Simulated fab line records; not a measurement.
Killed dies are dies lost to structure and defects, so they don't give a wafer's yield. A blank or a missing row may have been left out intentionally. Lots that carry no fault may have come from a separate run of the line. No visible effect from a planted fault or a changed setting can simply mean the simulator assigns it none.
Which tool did it? :: flow n5 finfet :: 12 lots (36 wafers sampled), 1 step of a 1938-step route

== WHAT THE GAUGES READ, wafer by wafer ==
N5_BEOL_M4_CD_MEAS_11: target cd 16.79 nm.
lot: L076
measured: day 8 07:17
on: cd sem-03
cd nm (nm): 16.53 16.51 16.75

lot: L077
measured: day 8 08:54
on: cd sem-03
cd nm (nm): 16.90 16.56 16.32

lot: L080
measured: day 9 07:15
on: cd sem-03
cd nm (nm): 16.65 16.98 16.80

lot: L079
measured: day 9 16:06
on: cd sem-01
cd nm (nm): 16.44 16.86 16.57

lot: L082
measured: day 10 07:39
on: cd sem-03
cd nm (nm): 16.38 16.44 16.66

lot: L086
measured: day 10 19:35
on: cd sem-03
cd nm (nm): 16.59 16.77 16.18

lot: L087
measured: day 11 10:45
on: cd sem-02
cd nm (nm): 16.39 16.42 16.46

lot: L089
measured: day 11 17:22
on: cd sem-01
cd nm (nm): 16.46 16.72 16.37

lot: L091
measured: day 12 09:18
on: cd sem-01
cd nm (nm): 17.30 17.03 17.16

lot: L093
measured: day 12 22:21
on: cd sem-01
cd nm (nm): 16.58 16.95 16.48

lot: L095
measured: day 13 11:26
on: cd sem-01
cd nm (nm): 16.60 16.94 17.25

lot: L097
measured: day 13 18:12
on: cd sem-03
cd nm (nm): 16.57 16.49 16.38

== TOOL THAT RAN EACH LOT (tool first, then ch and the chambers of the sampled wafers, then the start) ==
No process step before these readings appears in the record.

== THE ANSWER, worked out from the rows above alone ==
Rule: the lots themselves supply what counts as usual. Put in order of their means at a reading, lots are off if they are a third of the lots or fewer, leave a main group of 4 or more, and stand apart from it by a gap of 3 or more times the standard deviation of the main group's means; of several such gaps the widest counts. A main group whose means are all the same, to the digits that the tables above print for the reading, isn't used. Also off: a lot with no number at a reading for which 4 or more lots have one. All remaining lots with rows at the step are treated as sound.
Across all readings shown, no lot is off: no conclusion can be drawn from this.

== WHAT THE SIMULATOR HAD INSERTED ==
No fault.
